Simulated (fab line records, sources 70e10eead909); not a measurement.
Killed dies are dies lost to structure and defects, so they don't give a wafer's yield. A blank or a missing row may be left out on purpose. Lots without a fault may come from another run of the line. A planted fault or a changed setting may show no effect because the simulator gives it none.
Which tool did it? | flow nand_harc | 6 lots, 18 wafers sampled, at 5 steps of a route of 1159

WHAT THE GAUGES READ, wafer by wafer
NHARC_END_SORT_01.
lot  | measured     | on        | killed_at_array
L604 | day 22 05:19 | prober-02 | 33 24 27

WHICH TOOL RAN EACH LOT (tool, then ch and the chambers of the sampled wafers, then the start)
lot  | NHARC_A_WL_FILL_ETCHBACK_05       | NHARC_A_CONTACT_DEP_24          | NHARC_A_CONTACT_SOFTBAKE_37       | NHARC_A_CONTACT_ETCH_111
L595 | rie_metal-03 ch 0,1, day 15 05:19 | pecvd-03 ch 0,2, day 16 01:50   | litho_track-04 ch 0, day 16 06:00 | har_cap_etch-01 ch 0,1, day 16 08:08
L598 | rie_metal-01 ch 0,1, day 15 13:02 | pecvd-04 ch 0,1, day 16 12:57   | litho_track-06 ch 0, day 16 17:00 | har_cap_etch-01 ch 0,1, day 16 19:12
L599 | rie_metal-02 ch 0,1, day 16 05:28 | pecvd-03 ch 0,2, day 17 08:45   | litho_track-04 ch 0, day 17 11:00 | har_cap_etch-01 ch 0,1, day 17 13:50
L604 | rie_metal-02 ch 0,1, day 17 14:58 | pecvd-03 ch 0,1,2, day 18 14:29 | litho_track-06 ch 0, day 18 17:00 | har_cap_etch-02 ch 0,1, day 18 19:34
L610 | rie_metal-02 ch 0,1, day 19 00:18 | pecvd-03 ch 0,1,2, day 19 21:32 | litho_track-01 ch 0, day 20 00:00 | har_cap_etch-03 ch 0,1, day 20 02:41
L614 | rie_metal-02 ch 0,1, day 19 14:19 | pecvd-04 ch 0,1,2, day 20 17:02 | litho_track-01 ch 0, day 20 20:00 | har_cap_etch-02 ch 0,1, day 20 23:24
- NHARC_A_WL_FILL_ETCHBACK_05: etches the open film in Cl2/BCl3, target depth 22 nm, time 60 s.
- NHARC_A_CONTACT_DEP_24: deposits SiO2, target thk 500 nm.
- NHARC_A_CONTACT_SOFTBAKE_37: time 55 s.
- NHARC_A_CONTACT_ETCH_111: etches the open film in C4F8/O2/Ar, time 140 s, target depth 700 nm.

THE ANSWER, worked out from the rows above alone
Rule: what is usual is taken from the lots themselves. Put in order of their means at a reading, lots are off if they are a third of the lots or fewer, leave a main group of 4 or more, and stand apart from it by a gap of 3 or more times the standard deviation of the main group's means; of several such gaps the widest counts. A main group whose means are all the same, to the digits that the tables above print for the reading, isn't used. A lot without any number at a reading at which 4 lots or more have one is off too. The other lots that the step has rows for count as sound.
No lot is off at any reading shown: from this, nothing can be told.

WHAT THE SIMULATOR HAD PUT IN
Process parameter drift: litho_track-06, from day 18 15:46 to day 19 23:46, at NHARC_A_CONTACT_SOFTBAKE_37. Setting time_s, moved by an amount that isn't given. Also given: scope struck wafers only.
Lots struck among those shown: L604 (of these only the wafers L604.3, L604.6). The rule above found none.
